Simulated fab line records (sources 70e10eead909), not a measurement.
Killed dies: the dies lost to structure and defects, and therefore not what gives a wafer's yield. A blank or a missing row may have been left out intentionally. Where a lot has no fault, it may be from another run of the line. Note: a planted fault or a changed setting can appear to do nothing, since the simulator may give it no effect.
A struck lot beside a sound one	flow nandHarc	14 out of 1159 route steps
Sound: wafers L655.1, L655.3, L655.6. Struck: wafer L661.2. (L661.1, L661.6 of the same lot were not struck and are left out.) The cause comes at the end.
For every step that has rows: the tool of each side, followed by ch and its chambers, followed by its first start. Under that, the readings that differ: sound wafers	struck wafers	difference of the means	sigmas: that difference in standard deviations of wafers without a fault.
alike: same words and numbers on both sides, and readings whose means sit less than 2 such deviations apart. not compared: any withheld reading, any reading some wafer has no value for, any bound like >300 that may hide the same value, and any number with overlapping values for which the record gives no deviation.
The two part at a step that has a row with sigmas, a row that says differs or no value, or rows on one side only. Non-overlapping numbers with no deviation appear without sigmas and do not part them. Lack of a reading on every wafer of one side parts them only where that side has two or more wafers.

first, 8 steps without rows for these wafers: NHARC_A_CHANNEL_HOLE_D1_COAT_36 (time 75 s); NHARC_A_CHANNEL_HOLE_D1_COAT_37 (time 65 s); NHARC_A_CHANNEL_HOLE_D1_COAT_04 (resist thk 90 nm); NHARC_A_CHANNEL_HOLE_D1_SOFTBAKE_05 (time 55 s); NHARC_A_CHANNEL_HOLE_D1_EBR_06; NHARC_A_CHANNEL_HOLE_D1_EXPOSE_07 (exposes mask HOLE D1, target cd 100 nm); NHARC_A_CHANNEL_HOLE_D1_PEB_08 (peb time 65 s); NHARC_A_CHANNEL_HOLE_D1_DEVELOP_09 (develop time 35 s).
NHARC_A_CHANNEL_HOLE_D1_CD_MEAS_10: the cd target is 100 nm.
  sound on cdSem-03 ch 0, day 8 03:09; struck on cdSem-03 ch 0, day 9 20:35
reading	sound	struck	difference	sigmas
cdNm (nm)	100.6 100.9 100.4	99.7	-0.9	-2
NHARC_A_CHANNEL_HOLE_D1_OVL_MEAS_11:
  struck on overlay-02, day 9 20:41; sound on overlay-02, day 8 03:15
reading	sound	struck	difference	sigmas
overlayXNm (nm)	-0.6 -1.2 -1.1	1.2	+2.2	+3
  alike: overlayYNm
NHARC_A_CHANNEL_HOLE_D1_INSPECT_12:
  struck on defectInspect-02, day 9 20:43; sound on defectInspect-02, day 8 03:17
  alike: rawDefectCount
NHARC_A_CHANNEL_HOLE_D1_DESCUM_15: chemistry O2, time 3 s.
  sound on rieDiel-02 ch 2,3, day 8 03:22; struck on rieDiel-10 ch 1, day 9 20:47
reading	sound	struck	difference	sigmas
rfVppV (V)	57.4 57.4 58.7	55.9	-1.9	-2
  alike: chamberPressureMTorr, drypumpMotorCurrentA, oesProductAu, showerheadPlenumPTorr, throttleValvePct
  not compared: rfHoursCounterH
NHARC_A_CHANNEL_HOLE_D1_ETCH_38: etches the open film in CF4, target depth 39 nm, time 65 s.
  sound on rieDiel-02 ch 0,1,2, day 8 03:27; struck on rieDiel-10 ch 0, day 9 20:52
reading	sound	struck	difference	sigmas
oesProductAu (a.u.)	0.985 1.001 1.002	0.832	-0.164	-26
  alike: chamberPressureMTorr, drypumpMotorCurrentA, rfFwdPowerW, rfVppV, showerheadPlenumPTorr, throttleValvePct
  not compared: rfHoursCounterH
NHARC_A_CHANNEL_HOLE_D1_ETCH_39: etches the open film in N2/H2, target depth 260 nm, time 325 s.
  sound on rieDiel-02 ch 1,2; struck on rieDiel-10 ch 3
reading	sound	struck	difference	sigmas
showerheadPlenumPTorr (Torr)	2.10 2.04 2.10	1.91	-0.17	-2
  alike: chamberPressureMTorr, drypumpMotorCurrentA, oesProductAu, rfFwdPowerW, rfVppV, throttleValvePct
  not compared: rfHoursCounterH

== WHERE THEY PART ==
Last at NHARC_A_CHANNEL_HOLE_D1_ETCH_39 as far as this record goes, first at NHARC_A_CHANNEL_HOLE_D1_CD_MEAS_10.

WHY: what had been put in by the simulator
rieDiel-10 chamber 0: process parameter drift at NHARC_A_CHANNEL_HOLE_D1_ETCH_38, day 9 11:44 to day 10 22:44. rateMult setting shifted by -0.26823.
